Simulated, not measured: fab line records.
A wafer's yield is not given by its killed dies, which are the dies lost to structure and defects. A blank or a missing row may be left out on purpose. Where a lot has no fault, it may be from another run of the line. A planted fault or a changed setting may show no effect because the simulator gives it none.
Chamber matching | flow nandHarc | 4 sister chambers for NHARC_A_STAIRCASE_ETCH_271 on rieDiel-10
The step etches the open film in CF4/CHF3. 4 wafers are shown with their chamber, then 8 later ones without.

## WAFERS WITH THEIR CHAMBER
wafer  | chamber | drypumpMotorCurrentA (A)
L087.5 | 1       | 5.9
L090.4 | 0       | 5.9
L090.5 | 2       | 4.8
L091.1 | 3       | 5.0

## WAFERS WHOSE CHAMBER IS MISSING
wafer  | drypumpMotorCurrentA (A)
L091.2 | 5.9
L091.3 | 4.8
L093.1 | 6.0
L093.2 | 4.8
L093.4 | 5.0
L094.1 | 4.8
L094.2 | 6.0
L094.5 | 6.0

## EACH ONE'S CHAMBER
wafer  | from the rows above     | in truth
L091.2 | can't be placed: 0 or 1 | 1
L091.3 | 2                       | 2
L093.1 | can't be placed: 0 or 1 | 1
L093.2 | 2                       | 2
L093.4 | 3                       | 3
L094.1 | 2                       | 2
L094.2 | can't be placed: 0 or 1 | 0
L094.5 | can't be placed: 0 or 1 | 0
Placed correctly: 4 of 8. From these rows, 4 cannot be placed; in 4 the true chamber is one of the candidates. Placed wrongly: 0.
How it was worked out, from the rows above alone: a wafer's distance from a chamber is the root of the sum, over the readings, of the square of ((its reading less the chamber's mean) divided by the reading's scatter). If the next closest chamber is less than 2 further off than the closest, the wafer can't be placed; otherwise it belongs to the closest. A chamber's mean is the mean of its shown wafers. The scatter: root of mean squared gap, hidden wafer to nearest shown wafer, with one shown wafer a chamber.
